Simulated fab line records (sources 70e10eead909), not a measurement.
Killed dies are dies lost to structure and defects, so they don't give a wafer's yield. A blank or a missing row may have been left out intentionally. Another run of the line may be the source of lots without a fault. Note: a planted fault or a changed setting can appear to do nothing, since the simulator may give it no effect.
fab line records    flow nand_harc
record: lots: 6  wafers: 18  last_day: 32
route steps=1302 shown A_STAIRCASE@727
lots untouched by any fault: they come from a run of this same line in which no faults occurred
start_h: hours from the record's opening day to when the first of the lot's shown wafers began    wait_h: hours elapsed since this lot's preceding step    " unchanged from the row above    L1.1+2: a single row standing in for several wafers    - value missing, or start not given    * or withheld: withheld    < > ~ a bound
route shown NAME@n: names a module that has steps shown in the file, with the first one's number in the route    usual: mean/standard deviation taken from wafers without a fault    same: alike in all rows    chamber/n: place in a boat    sites: readings site by site    _std_site: the standard deviation of these    _edge_site: inner sites' mean taken away from outer sites' mean    radius_mm: for every site, how far away it sits from the centre of the wafer    mask NAME#n: copy n    behind: the most recent tool/chamber to have shaped the wafer    hold: reason for holding the lot/hours on hold/outcome of the hold    device: transistor that didn't switch, given as n, p or np    end of line: tests run on the same wafers once the route is complete    a step with no rows: only its recipe    killed: dies that structure and defects cost at the first sort, which is not the same as the wafer's yield    map: a wafer's dies, marking killed ones x, the rest . and places with no die _
set.NAME: the setting as run; set.NAME@STEP: as run at that earlier step    model.NAME: the simulator's own value behind a step, which no gauge read
lots at some steps of the route; a table a step, a row a wafer
services: from which hour (start_h, from the record's first day; less than 0 if before it) a tool's chamber was out of use, for how many hours, and why
== steps ==
step: NHARC_A_STAIRCASE_EBR_213
step: NHARC_A_STAIRCASE_EXPOSE_214
recipe: na: 0.5  dose_mj: 31.26  mask_id: STAIR_3
step: NHARC_A_STAIRCASE_PEB_215
recipe: peb_temp_c: 115  peb_time_s: 130
step: NHARC_A_STAIRCASE_DEVELOP_216
recipe: time_s: 140
step: NHARC_A_STAIRCASE_HARDBAKE_218
recipe: temp_c: 120  time_s: 140
step: NHARC_A_STAIRCASE_DESCUM_219
recipe: time_s: 3  o2_flow_sccm: 200  ar_flow_sccm: 0  bias_power_w: 0  chemistry: O2
usual: drypump_motor_current_A: 5.8/0.43  mfc_ar_sccm: 0.006/0.0096  oes_product_au: 1.004/0.011  rf_vpp_V: 57.7/0.88  showerhead_plenum_p_Torr: 1.90/0.08  throttle_valve_pct: 11.312/0.0086
lot.wafer  tool         chamber  start_h  wait_h  drypump_motor_current_A  mfc_ar_sccm  oes_product_au  rf_hours_counter_h  rf_vpp_V  showerhead_plenum_p_Torr  throttle_valve_pct
L546.2     rie_diel-13  3        368.99   -       6.3                      0            1.013           7                   59.0      1.95                      11.320
L546.3     "            0        "        "       5.3                      0.001        1.007           8                   58.5      1.96                      11.322
L546.4     "            2        "        "       5.7                      0.021        0.998           6                   57.9      1.89                      11.307
L550.3     rie_diel-13  1        403.48   -       5.3                      0            0.984           17                  58.0      2.03                      11.313
L550.4     "            3        "        "       6.3                      0            1.002           18                  57.6      1.95                      11.318
L550.6     "            2        "        "       5.7                      0.021        0.998           -                   58.1      1.89                      11.310
L554.4     rie_diel-07  2        429.22   -       5.9                      0            1.021           36                  56.5      1.86                      11.299
L554.3     "            1        "        "       6.6                      0.006        0.999           24                  57.6      1.99                      11.314
L554.6     "            3        "        "       5.6                      0            1.006           -                   56.6      1.77                      11.321
L557.3     rie_diel-07  1        460.81   -       6.6                      0.006        1.016           40                  56.4      1.99                      11.312
L557.1     "            2        "        "       5.9                      0            1.015           48                  56.8      1.85                      11.311
L557.5     "            0        "        "       5.7                      0            0.998           -                   57.1      1.85                      11.310
L556.2     rie_diel-07  2        464.97   -       5.9                      0            1.020           49                  57.4      1.85                      11.303
L556.1     "            3        "        "       5.6                      0            0.994           50                  57.8      1.76                      11.301
L556.6     "            2        "        "       5.9                      0            1.023           -                   59.2      1.85                      11.304
L566.4     rie_diel-13  1        566.43   -       5.3                      0            0.998           13                  59.0      2.02                      11.308
L566.3     "            2        "        "       5.7                      0.021        1.006           14                  57.1      1.87                      11.314
L566.5     "            1        "        "       5.4                      0            0.993           -                   58.9      2.02                      11.325
step: NHARC_A_STAIRCASE_TRIM_220
recipe: time_s: 211.2  o2_flow_sccm: 500  ar_flow_sccm: 0  bias_w: 0  chemistry: O2
step: NHARC_A_STAIRCASE_ETCH_221
recipe: target_depth_a: 1000  time_s: 40.5  ion_energy_ev: 400  c4f8_flow_sccm: 20  o2_flow_sccm: 10  ar_flow_sccm: withheld  rf_w: 600  bias_w: 1000  chemistry: C4F8/O2
step: NHARC_A_STAIRCASE_TRIM_222
recipe: time_s: 211.2  o2_flow_sccm: 500  ar_flow_sccm: 0  bias_w: 0  chemistry: O2
usual: drypump_motor_current_A: 5.9/0.43  mfc_ar_sccm: 0.007/0.0099  oes_product_au: 1.003/0.0099  rf_vpp_V: 57.7/0.84  showerhead_plenum_p_Torr: 3.51/0.14  throttle_valve_pct: 17.036/0.009
lot.wafer  tool         chamber  start_h  wait_h  drypump_motor_current_A  mfc_ar_sccm  oes_product_au  rf_hours_counter_h  rf_vpp_V  showerhead_plenum_p_Torr  throttle_valve_pct
L546.4     rie_diel-13  2        -        -       5.7                      0.021        0.997           6                   57.3      3.48                      17.028
L546.2     "            0        "        "       5.4                      0.001        0.987           8                   58.0      3.60                      17.039
L546.3     "            1        "        "       5.4                      0            0.995           7                   57.6      3.74                      17.048
L550.3     rie_diel-13  2        -        -       5.7                      0.021        0.994           14                  58.5      3.48                      17.022
L550.4     "            3        "        "       6.3                      0            1.010           18                  58.9      3.58                      17.031
L550.6     "            2        "        "       5.7                      0.021        0.999           -                   57.8      3.48                      17.034
L554.3     rie_diel-07  3        -        -       5.7                      0            0.994           37                  55.6      3.28                      17.025
L554.4     "            1        "        "       6.6                      0.006        1.008           24                  59.0      3.66                      17.029
L554.6     "            2        "        "       5.9                      0            1.008           -                   59.0      3.43                      17.048
L557.3     rie_diel-07  1        -        -       6.6                      0.006        1.003           40                  57.6      3.66                      17.033
L557.1     "            3        "        "       5.7                      0            0.992           49                  57.1      3.27                      17.026
L557.5     "            1        "        "       6.6                      0.006        1.004           -                   57.7      3.66                      17.050
L556.2     rie_diel-07  1        -        -       6.6                      0.006        1.001           41                  58.7      3.66                      17.039
L556.1     "            0        "        "       5.7                      0            1.001           48                  58.0      3.41                      17.021
L556.6     "            2        "        "       5.9                      0            1.013           -                   57.7      3.42                      17.026
L566.4     rie_diel-13  3        -        -       6.4                      0            0.997           13                  56.9      3.56                      17.031
L566.3     "            0        "        "       5.3                      0.001        0.992           12                  58.5      3.57                      17.031
L566.5     "            0        "        "       5.4                      0.001        0.987           -                   57.7      3.57                      17.034
step: NHARC_A_STAIRCASE_ETCH_223
recipe: target_depth_a: 1000  time_s: 40.5  ion_energy_ev: 400  c4f8_flow_sccm: 20  o2_flow_sccm: 10  ar_flow_sccm: withheld  rf_w: 600  bias_w: 1000  chemistry: C4F8/O2
usual: bias_w: 1000/3.1  chamber_pressure_mTorr: 24.999/0.022  oes_product_au: 0.946/0.013  rf_vpp_V: 895/4.9
lot.wafer  tool         chamber  start_h  wait_h  bias_w  chamber_pressure_mTorr  oes_product_au  rf_hours_counter_h  rf_vpp_V
L546.2     rie_diel-13  0        -        -       995     25.003                  0.949           8                   897
L546.3     "            1        "        "       1003    25.013                  0.950           7                   903
L546.4     "            2        "        "       1002    25.024                  0.947           7                   892
L550.4     rie_diel-13  3        -        -       1000    24.999                  0.950           18                  899
L550.3     "            1        "        "       1000    24.991                  0.922           17                  902
L550.6     "            3        "        "       1006    24.993                  0.951           -                   899
L554.4     rie_diel-07  1        -        -       1001    25.037                  0.938           24                  902
L554.3     "            2        "        "       1000    25.013                  0.948           36                  892
L554.6     "            2        "        "       1002    25.004                  0.956           -                   892
L557.1     rie_diel-07  1        -        -       997     25.007                  0.939           40                  900
L557.3     "            3        "        "       1003    24.985                  0.959           49                  887
L557.5     "            0        "        "       997     24.994                  0.946           -                   892
L556.1     rie_diel-07  2        -        -       998     25.007                  0.943           49                  892
L556.2     "            3        "        "       1001    24.999                  0.944           50                  888
L556.6     "            0        "        "       1000    24.972                  0.945           -                   890
L566.4     rie_diel-13  1        -        -       1000    24.945                  0.930           13                  902
L566.3     "            3        "        "       1000    24.980                  0.930           14                  896
L566.5     "            1        "        "       998     24.993                  0.939           -                   903
step: NHARC_A_STAIRCASE_TRIM_224
recipe: time_s: 211.2  o2_flow_sccm: 500  ar_flow_sccm: 0  bias_w: 0  chemistry: O2
usual: drypump_motor_current_A: 5.9/0.42  mfc_ar_sccm: 0.007/0.0094  oes_product_au: 1.006/0.01  rf_vpp_V: 57.7/1  showerhead_plenum_p_Torr: 3.51/0.13  throttle_valve_pct: 17.036/0.0089
lot.wafer  tool         chamber  start_h  wait_h  drypump_motor_current_A  mfc_ar_sccm  oes_product_au  rf_hours_counter_h  rf_vpp_V  showerhead_plenum_p_Torr  throttle_valve_pct
L546.2     rie_diel-13  1        -        -       5.4                      0            0.996           7                   59.5      3.74                      17.034
L546.4     "            2        "        "       5.8                      0.021        1.005           7                   58.2      3.48                      17.049
L546.3     "            3        "        "       6.4                      0            1.009           8                   59.3      3.59                      17.028
L550.4     rie_diel-13  2        -        -       5.8                      0.021        0.989           14                  58.2      3.48                      17.043
L550.3     "            3        "        "       6.4                      0            1.010           18                  57.9      3.58                      17.016
L550.6     "            3        "        "       6.4                      0            1.013           -                   58.2      3.58                      17.031
L554.4     rie_diel-07  1        -        -       6.6                      0.006        1.002           24                  59.2      3.66                      17.047
L554.3     "            2        "        "       5.9                      0            1.009           36                  57.5      3.43                      17.049
L554.6     "            0        "        "       5.8                      0            0.995           -                   56.9      3.42                      17.039
L557.3     rie_diel-07  2        -        -       5.9                      0            1.024           48                  57.1      3.42                      17.038
L557.1     "            1        "        "       6.6                      0.006        1.002           40                  55.6      3.66                      17.029
L557.5     "            3        "        "       5.7                      0            1.001           -                   57.4      3.27                      17.050
L556.2     rie_diel-07  1        -        -       6.6                      0.006        1.013           41                  58.5      3.65                      17.040
L556.1     "            2        "        "       5.9                      0            1.023           49                  58.4      3.42                      17.043
L556.6     "            1        "        "       6.6                      0.006        1.004           -                   56.8      3.65                      17.047
L566.4     rie_diel-13  3        -        -       6.3                      0            0.993           14                  57.6      3.56                      17.037
L566.3     "            1        "        "       5.4                      0            0.996           13                  58.3      3.71                      17.036
L566.5     "            2        "        "       5.7                      0.021        1.009           -                   58.6      3.45                      17.036
step: NHARC_A_STAIRCASE_ETCH_225
recipe: target_depth_a: 1000  time_s: 40.5  ion_energy_ev: 400  c4f8_flow_sccm: 20  o2_flow_sccm: 10  ar_flow_sccm: withheld  rf_w: 600  bias_w: 1000  chemistry: C4F8/O2
usual: bias_w: 1000/3.1  chamber_pressure_mTorr: 24.999/0.019  oes_product_au: 0.946/0.0095  rf_vpp_V: 895/4.9
lot.wafer  tool         chamber  start_h  wait_h  bias_w  chamber_pressure_mTorr  oes_product_au  rf_hours_counter_h  rf_vpp_V
L546.2     rie_diel-13  2        369.69   -       997     24.989                  0.928           7                   894
L546.3     "            3        "        "       999     25.021                  0.936           8                   898
L546.4     "            1        "        "       998     25.017                  0.941           7                   905
L550.3     rie_diel-13  1        404.19   -       -       -                       -               -                   -
L550.4     "            2        "        "       -       -                       -               -                   -
L550.6     "            0        "        "       -       -                       -               -                   -
L554.3     rie_diel-07  2        429.92   -       -       -                       -               -                   -
L554.4     "            0        "        "       -       -                       -               -                   -
L554.6     "            2        "        "       -       -                       -               -                   -
L557.1     rie_diel-07  3        461.51   -       999     24.975                  0.940           49                  886
L557.3     "            1        "        "       1000    24.993                  0.951           40                  899
L557.5     "            3        "        "       996     24.983                  0.944           -                   885
L556.2     rie_diel-07  0        465.69   -       1002    24.989                  0.955           48                  891
L556.1     "            1        "        "       999     24.991                  0.948           41                  902
L556.6     "            3        "        "       1000    25.011                  0.941           -                   885
L566.3     rie_diel-13  1        567.19   -       1004    25.019                  0.951           13                  903
L566.4     "            3        "        "       996     24.960                  0.938           14                  898
L566.5     "            1        "        "       1001    24.968                  0.939           -                   902
step: NHARC_A_STAIRCASE_TRIM_226
recipe: time_s: 211.2  o2_flow_sccm: 500  ar_flow_sccm: 0  bias_w: 0  chemistry: O2
usual: drypump_motor_current_A: 5.9/0.45  mfc_ar_sccm: 0.007/0.0098  oes_product_au: 1.003/0.0092  rf_vpp_V: 57.7/0.91  showerhead_plenum_p_Torr: 3.51/0.13  throttle_valve_pct: 17.037/0.0097
lot.wafer  tool         chamber  start_h  wait_h  drypump_motor_current_A  mfc_ar_sccm  oes_product_au  rf_hours_counter_h  rf_vpp_V  showerhead_plenum_p_Torr  throttle_valve_pct
L546.3     rie_diel-13  3        -        -       6.3                      0            0.999           8                   57.7      3.59                      17.047
L546.2     "            1        "        "       5.4                      0            0.995           7                   58.7      3.74                      17.054
L546.4     "            2        "        "       5.8                      0.021        0.998           7                   57.9      3.48                      17.044
L550.3     rie_diel-13  1        -        -       5.4                      0            1.002           17                  57.9      3.74                      17.055
L550.4     "            2        "        "       5.8                      0.021        0.992           14                  58.1      3.48                      17.052
L550.6     "            0        "        "       5.4                      0.001        0.999           -                   58.8      3.59                      17.038
L554.4     rie_diel-07  2        -        -       5.9                      0            1.010           36                  58.6      3.43                      17.033
L554.3     "            3        "        "       5.7                      0            1.005           37                  57.1      3.28                      17.026
L554.6     "            2        "        "       5.9                      0            1.019           -                   57.6      3.43                      17.031
L557.3     rie_diel-07  1        -        -       6.5                      0.006        0.995           40                  57.4      3.66                      17.023
L557.1     "            2        "        "       5.9                      0            1.011           48                  57.0      3.42                      17.034
L557.5     "            2        "        "       5.9                      0            1.012           -                   56.7      3.42                      17.043
L556.1     rie_diel-07  1        -        -       6.6                      0.006        1.007           41                  58.9      3.65                      17.029
L556.2     "            2        "        "       5.9                      0            1.019           50                  58.9      3.42                      17.026
L556.6     "            0        "        "       5.8                      0            1.006           -                   56.0      3.41                      17.036
L566.3     rie_diel-13  3        -        -       6.3                      0            0.997           14                  57.3      3.56                      17.027
L566.4     "            1        "        "       5.4                      0            1.000           14                  59.3      3.71                      17.012
L566.5     "            3        "        "       6.4                      0            0.997           -                   59.5      3.56                      17.051
== services ==
tool         chamber  start_h  hours  kind
rie_diel-13  0        351.01   -      clean
rie_diel-13  1        351.01   -      clean
rie_diel-13  2        351.01   -      clean
rie_diel-13  3        351.01   -      clean
rie_diel-07  0        352.47   -      clean
rie_diel-07  1        352.47   -      clean
rie_diel-07  2        352.47   -      clean
rie_diel-07  3        352.47   -      clean
rie_diel-13  0        375.55   -      clean
rie_diel-13  1        375.55   -      clean
rie_diel-13  2        375.55   -      clean
rie_diel-13  3        375.55   -      clean
rie_diel-07  0        376.97   -      clean
rie_diel-07  1        376.97   -      clean
rie_diel-07  2        376.97   -      clean
rie_diel-07  3        376.97   -      clean
rie_diel-13  2        382.00   8.0    repair
rie_diel-13  0        400.05   -      clean
rie_diel-13  1        400.05   -      clean
rie_diel-13  0        463.10   2.8    repair
rie_diel-07  -        471.39   9.0    pm
rie_diel-07  2        488.60   5.3    repair
rie_diel-07  1        515.78   3.4    repair
rie_diel-13  -        519.01   9.0    pm
== key ==
first_sign: step: NHARC_A_STAIRCASE_ETCH_225  reading: tool_record  direction: missing
effect none on later readings
met_at NHARC_A_STAIRCASE_ETCH_225
struck_wafers L550.3,L550.4,L550.6,L554.3,L554.4,L554.6
later_rows_left_out L550.3,L550.4,L550.6,L554.3,L554.4,L554.6
sort_left_out L550.3,L550.4,L550.6,L554.3,L554.4,L554.6
tester_left_out L550,L554
onset_between 369.69 404.19
fault: kind: skipped_step_whole  tool: rie_diel-03,rie_diel-07,rie_diel-13  chamber: -  onset_h: 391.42  steps: NHARC_A_STAIRCASE_ETCH_225  scope: struck_lots_only
tester_left_out: of these lots the tester's yield and bins aren't shown, on N5 and GAA mostly nor the transistor test; their killed dies are dies lost to structure and defects alone, not to doping, threshold or leakage, so they don't give the yield
sort_left_out: the simulated sort isn't trusted on such a fault, so these wafers' sort isn't shown, and their yield isn't known
later_rows_left_out: the simulator's readings of these wafers behind a module that went badly wrong aren't trusted and aren't shown, but for the sort
